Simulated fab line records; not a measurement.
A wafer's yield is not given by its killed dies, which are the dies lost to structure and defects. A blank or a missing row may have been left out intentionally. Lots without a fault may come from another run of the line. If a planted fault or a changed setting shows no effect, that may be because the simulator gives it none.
Struck lot and sound lot, side by side ; flow nand-harc ; 17 steps out of a route of 1302
Sound: the wafers L311.3, L311.4, L311.5. Struck: wafers L308.1, L308.3, L308.6. The cause is given at the end.
Each step with rows lists, per side, the tool, then ch with its chambers, then its first start. Under that, the readings that differ: sound wafers ; struck wafers ; difference of the means ; sigmas: that difference in standard deviations of wafers without a fault.
alike: readings with means less than 2 such deviations apart, plus words and numbers identical on both sides. not compared: withheld readings, readings lacking a value on some wafer, bounds such as >300 that could conceal the same value, and numbers that have no deviation in the record and whose values overlap.
A row with sigmas, a row that says differs or no value, or rows on one side alone: a step with any of these is where the two part. When numbers do not overlap yet have no deviation, they are printed without sigmas and do not part them. A reading missing from all wafers of one side parts the sides only when that side holds two or more wafers.

NHARC_A_M1_INSPECT_11:
  sound on defect-inspect-01, day 29 22:31; struck on defect-inspect-01, day 29 22:42
  alike: raw-defect-count
then, 1 step without rows for these wafers: NHARC_A_M1_DESCUM_14 (chemistry O2, time 3 s).
NHARC_A_M1_ETCH_35: etches the open film in N2/H2, target depth 40 nm, overetch 12 nm, time 43.94 s.
  sound on rie-diel-10 ch 0,2,3, day 29 22:40; struck on rie-diel-04 ch 1,3, day 29 22:51
reading;sound;struck;difference;sigmas
drypump-motor-current-A (A);5.3 5.0 5.6;6.1 6.5 6.5;+1.1;+2
  alike: oes-product-au, rf-vpp-V, showerhead-plenum-p-Torr, throttle-valve-pct
  not compared: rf-hours-counter-h
then, 1 step without rows for these wafers: NHARC_A_M1_ETCH_15 (etches the open film in C4F8/Ar, target depth 182.5 nm, time 91.2 s).
NHARC_A_M1_CD_MEAS_16:
  sound on cd-sem-03, day 29 22:53; struck on cd-sem-01, day 29 23:04
  alike: cd-nm
NHARC_A_M1_STRIP_18: strips in N2/H2.
  sound on rie-diel-07 ch 0,1, day 29 22:58; struck on rie-diel-10 ch 1,3, day 29 23:08
  alike: drypump-motor-current-A, oes-product-au, rf-vpp-V, showerhead-plenum-p-Torr, throttle-valve-pct
  not compared: rf-hours-counter-h
then, 3 steps without rows for these wafers: NHARC_A_M1_ETCH_28 (etches the open film in CF4/N2, target depth 30 nm, time 72.99 s); NHARC_A_M1_STRIP_19 (strips in post etch residue remover, time 600 s); NHARC_A_M1_DEGAS_29 (time 60 s).
NHARC_A_M1_PRE_CLEAN_30: time 30 s.
  sound on pvd-sputter-01; struck on pvd-sputter-02
  alike: heater-power-w
NHARC_A_M1_PVD_20: deposits TaN, target thk 5 nm, time 8.06 s.
  sound on pvd-sputter-01; struck on pvd-sputter-02
  alike: throttle-valve-pct
then, 1 step without rows for these wafers: NHARC_A_M1_PVD_21 (deposits Cu, target thk 30 nm, time 20.49 s).
NHARC_A_M1_ECD_22: material Cu, target thk 400 nm.
  sound on ecd-cu-01 ch 0,1, day 30 00:18; struck on ecd-cu-02 ch 0, day 30 00:19
  no value came back on the struck wafers for bath-heat-duty-pct (%), bath-temp-c (C); on the sound wafers bath-heat-duty-pct (%) reads 5.3 6.5 6.4
NHARC_A_M1_ANNEAL_31: time 90 s.
  sound on rtp-anneal-02 ch 0, day 30 00:41; struck on rtp-anneal-01 ch 0, day 30 00:40
  alike: wafer_temp_C_max
NHARC_A_M1_CMP_23: polishes, t overpolish 20 s, target thk 154.34 nm.
  sound on cmp-03 ch 1,2, day 30 00:55; struck on cmp-04 ch 0,2, day 30 01:01
reading;sound;struck;difference;sigmas
time-to-endpoint-s (s);29.7 27.2 28.3;4.5 2.5 3.3;-25.0;-12
  alike: motor-current-A, slurry-filter-dp-kPa
NHARC_A_M1_THK_MEAS_24: measures by xrf.
  sound on film-metro-02, day 30 01:14; struck on film-metro-01, day 30 01:20
reading;sound;struck;difference;sigmas
thk-nm (nm);155.1 154.1 153.6;31.0 29.5 32.3;-123.3;-82
then, 1 step without rows for these wafers: NHARC_A_M1_SRD_25.

== WHERE THEY PART ==
Earliest at NHARC_A_M1_ETCH_35; latest, in this record, at NHARC_A_M1_THK_MEAS_24.

WHY: what had been put in by the simulator
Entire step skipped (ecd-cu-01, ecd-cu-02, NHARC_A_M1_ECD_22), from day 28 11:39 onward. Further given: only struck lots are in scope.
